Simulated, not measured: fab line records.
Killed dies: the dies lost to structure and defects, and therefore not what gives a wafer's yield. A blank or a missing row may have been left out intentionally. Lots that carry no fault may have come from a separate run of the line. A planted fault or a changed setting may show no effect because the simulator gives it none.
A lot that was struck, set against a sound lot + flow nand-harc + 40 out of 1302 route steps
Sound: these wafers, L755.3, L755.5, L755.6. Struck: wafer L770.5. (L770.3, L770.6 of the same lot were not struck and are left out.) The cause comes at the end.
Per side, at each step with rows, come the tool, then ch with its chambers, and then its first start. Under that, the readings that differ: sound wafers + struck wafers + difference of the means + sigmas: that difference in standard deviations of wafers without a fault.
alike: readings whose means differ by less than 2 such deviations, and words and numbers that are the same on both sides. not compared: withheld readings, readings that some wafer has no value for, bounds like >300 that may hide the same value, and numbers for which the record gives no deviation and whose values overlap.
The two part at a step that has a row with sigmas, a row that says differs or no value, or rows on one side only. Numbers that have no deviation but don't overlap get no sigmas and don't part them. A reading missing from all wafers of one side parts the sides only when that side holds two or more wafers.

NHARC_A_STAIRCASE_TRIM_222: chemistry O2, time 211.2 s.
  sound on rie-diel-06 ch 2,3; struck on rie-diel-07 ch 1
  alike: drypump-motor-current-A, o2-flow-sccm, oes-product-au, rf-vpp-V, showerhead-plenum-p-Torr, throttle-valve-pct
  not compared: rf-hours-counter-h
then, 4 steps without rows for these wafers: NHARC_A_STAIRCASE_ETCH_223 (etches the open film in C4F8/O2, target depth 100 nm, time 40.5 s); NHARC_A_STAIRCASE_TRIM_224 (chemistry O2, time 211.2 s); NHARC_A_STAIRCASE_ETCH_225 (etches the open film in C4F8/O2, target depth 100 nm, time 40.5 s); NHARC_A_STAIRCASE_TRIM_226 (chemistry O2, time 211.2 s).
NHARC_A_STAIRCASE_ETCH_227: etches the open film in C4F8/O2, target depth 100 nm, time 40.5 s.
  sound on rie-diel-06 ch 2,3; struck on rie-diel-07 ch 3
| reading      | sound       | struck | difference | sigmas |
|--------------|-------------|--------|------------|--------|
| rf-vpp-V (V) | 905 906 906 | 894    | -12        | -2     |
  alike: oes-product-au
  not compared: rf-hours-counter-h
NHARC_A_STAIRCASE_TRIM_229: chemistry O2, time 211.2 s.
  sound on rie-diel-06 ch 1,3, day 15 23:26; struck on rie-diel-07 ch 0, day 21 16:38
| reading                         | sound          | struck | difference | sigmas |
|---------------------------------|----------------|--------|------------|--------|
| drypump-motor-current-A (A)     | 5.8 5.8 5.8    | 5.0    | -0.8       | -2     |
| showerhead-plenum-p-Torr (Torr) | 3.74 3.74 3.78 | 3.37   | -0.38      | -3     |
  alike: o2-flow-sccm, oes-product-au, rf-vpp-V, throttle-valve-pct
  not compared: rf-hours-counter-h
then, 2 steps without rows for these wafers: NHARC_A_STAIRCASE_ETCH_230 (etches the open film in C4F8/O2, target depth 100 nm, time 40.5 s); NHARC_A_STAIRCASE_TRIM_231 (chemistry O2, time 211.2 s).
NHARC_A_STAIRCASE_ETCH_232: etches the open film in C4F8/O2, target depth 100 nm, time 40.5 s.
  sound on rie-diel-07 ch 0,2,3, day 16 01:41; struck on rie-diel-07 ch 2
| reading               | sound             | struck | difference | sigmas |
|-----------------------|-------------------|--------|------------|--------|
| oes-product-au (a.u.) | 1.014 0.986 0.997 | 0.949  | -0.050     | -3     |
  alike: rf-vpp-V
  not compared: rf-hours-counter-h
NHARC_A_STAIRCASE_TRIM_233: chemistry O2, time 211.2 s.
  sound on rie-diel-07 ch 0,3; struck on rie-diel-07 ch 3
  alike: drypump-motor-current-A, o2-flow-sccm, oes-product-au, rf-vpp-V, showerhead-plenum-p-Torr, throttle-valve-pct
  not compared: rf-hours-counter-h
NHARC_A_STAIRCASE_ETCH_234: etches the open film in C4F8/O2, target depth 100 nm, time 40.5 s.
  sound on rie-diel-07 ch 2,3, day 16 01:55; struck on rie-diel-07 ch 0, day 21 17:16
  alike: oes-product-au, rf-vpp-V
  not compared: rf-hours-counter-h
then, 27 steps without rows for these wafers: NHARC_A_STAIRCASE_TRIM_235 (chemistry O2, time 211.2 s); NHARC_A_STAIRCASE_ETCH_236 (etches the open film in C4F8/O2, target depth 100 nm, time 40.5 s); NHARC_A_STAIRCASE_STRIP_238 (strips in O2); NHARC_A_STAIRCASE_STRIP_239 (strips in SPM, time 900 s); NHARC_A_STAIRCASE_PRECLEAN_240 (cleans in SC1); NHARC_A_STAIRCASE_SRD_241; NHARC_A_STAIRCASE_DEHYDRATE_242 (time 120 s); NHARC_A_STAIRCASE_HMDS_243 (time 30 s); NHARC_A_STAIRCASE_COAT_244; NHARC_A_STAIRCASE_SOFTBAKE_245 (time 170 s); NHARC_A_STAIRCASE_EBR_246; NHARC_A_STAIRCASE_EXPOSE_247 (exposes mask SDS 1); NHARC_A_STAIRCASE_PEB_248 (peb time 130 s); NHARC_A_STAIRCASE_DEVELOP_249 (time 140 s); NHARC_A_STAIRCASE_HARDBAKE_251 (time 140 s); NHARC_A_STAIRCASE_DESCUM_252 (chemistry O2, time 3 s); NHARC_A_STAIRCASE_ETCH_253 (etches the open film in C4F8/O2, target depth 50 nm, time 20.2 s); NHARC_A_STAIRCASE_STRIP_254 (strips in O2); NHARC_A_STAIRCASE_STRIP_255 (strips in SPM, time 900 s); NHARC_A_STAIRCASE_PRECLEAN_256 (cleans in SC1); NHARC_A_STAIRCASE_SRD_257; NHARC_A_STAIRCASE_HM_DEP_456 (deposits aC, target thk 3100 nm); NHARC_A_STAIRCASE_DEP_259 (deposits SiON, target thk 30 nm); NHARC_A_STAIRCASE_DEHYDRATE_260 (time 120 s); NHARC_A_STAIRCASE_HMDS_261 (time 30 s); NHARC_A_STAIRCASE_COAT_262; NHARC_A_STAIRCASE_SOFTBAKE_263 (time 170 s).
-- record jumps: 8 days between struck wafers' starts before vs after; left off in module A_STAIRCASE, resumes in module END, first step shown is number 1302 of the route --
NHARC_END_SORT_01:
  the record has rows for the struck wafers here (prober-02 ch 0, day 30 03:38) and none for the sound ones

## WHERE THEY PART
Last at NHARC_END_SORT_01 as far as this record goes, first at NHARC_A_STAIRCASE_ETCH_227.

WHY: the cause the simulator had injected
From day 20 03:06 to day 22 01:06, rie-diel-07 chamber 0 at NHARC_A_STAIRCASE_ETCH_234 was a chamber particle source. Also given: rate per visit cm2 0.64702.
